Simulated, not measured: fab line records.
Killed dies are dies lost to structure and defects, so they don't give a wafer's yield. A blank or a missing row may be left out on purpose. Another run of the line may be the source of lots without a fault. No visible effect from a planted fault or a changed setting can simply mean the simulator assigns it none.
Chamber matching + flow n5_finfet + ald_hk-03 running N5_MIM_TOP_ALD_00: 4 sister chambers
The step deposits Al2O3, purge time 3 s, co reactant pulse time 3 s. 14 wafers are shown with their chamber, then 7 later ones without.

== WAFERS, EACH WITH ITS CHAMBER ==
| wafer  | chamber | precursor_pulse_height_rel |
|--------|---------|----------------------------|
| L078.2 | 0       | 1.037                      |
| L078.3 | 3       | 1.000                      |
| L078.6 | 0       | 0.998                      |
| L083.1 | 2       | 0.967                      |
| L083.4 | 3       | 1.022                      |
| L083.5 | 0       | 1.005                      |
| L085.4 | 2       | 1.009                      |
| L085.5 | 2       | 0.980                      |
| L085.6 | 3       | 1.014                      |
| L090.1 | 2       | 0.978                      |
| L090.4 | 3       | 0.990                      |
| L090.6 | 2       | 1.029                      |
| L086.3 | 0       | 0.983                      |
| L086.4 | 1       | 1.008                      |

SIGNATURES (averages over the wafers above)
| reading                    | chamber 0 | chamber 1 | chamber 2 | chamber 3 | scatter within a chamber |
|----------------------------|-----------|-----------|-----------|-----------|--------------------------|
| precursor_pulse_height_rel | 1.00575   | 1.00800   | 0.99260   | 1.00650   | 0.0219                   |
Rule: for each reading, subtract the chamber's mean from the wafer's reading, divide by that reading's scatter and square the result; add these up over the readings and take the root, which gives the wafer's distance from the chamber. If the next closest chamber is less than 2 further off than the closest, the wafer can't be placed; otherwise it belongs to the closest. The scatter: take each reading less its chamber's mean, square it, sum over the shown wafers, divide by the number of wafers less the number of chambers, and take the root.

== WAFERS WHOSE CHAMBER IS MISSING ==
| wafer  | precursor_pulse_height_rel |
|--------|----------------------------|
| L086.5 | 1.009                      |
| L093.1 | 0.987                      |
| L093.2 | 0.993                      |
| L093.4 | 1.020                      |
| L096.1 | 1.049                      |
| L096.2 | 0.965                      |
| L096.4 | 1.005                      |

== WHICH CHAMBER EACH WENT THROUGH ==
| wafer  | from the rows above               | in truth |
|--------|-----------------------------------|----------|
| L086.5 | can't be placed: 1 or 3 or 0 or 2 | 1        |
| L093.1 | can't be placed: 2 or 0 or 3 or 1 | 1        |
| L093.2 | can't be placed: 2 or 0 or 3 or 1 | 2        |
| L093.4 | can't be placed: 1 or 3 or 0 or 2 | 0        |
| L096.1 | can't be placed: 1 or 3 or 0 or 2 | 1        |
| L096.2 | can't be placed: 2 or 0 or 3 or 1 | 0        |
| L096.4 | can't be placed: 0 or 3 or 1 or 2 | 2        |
Correct placement for 0 of the 7. Not placeable from these rows: 7 (in 7, the candidates include the true chamber). 0 placed wrongly.
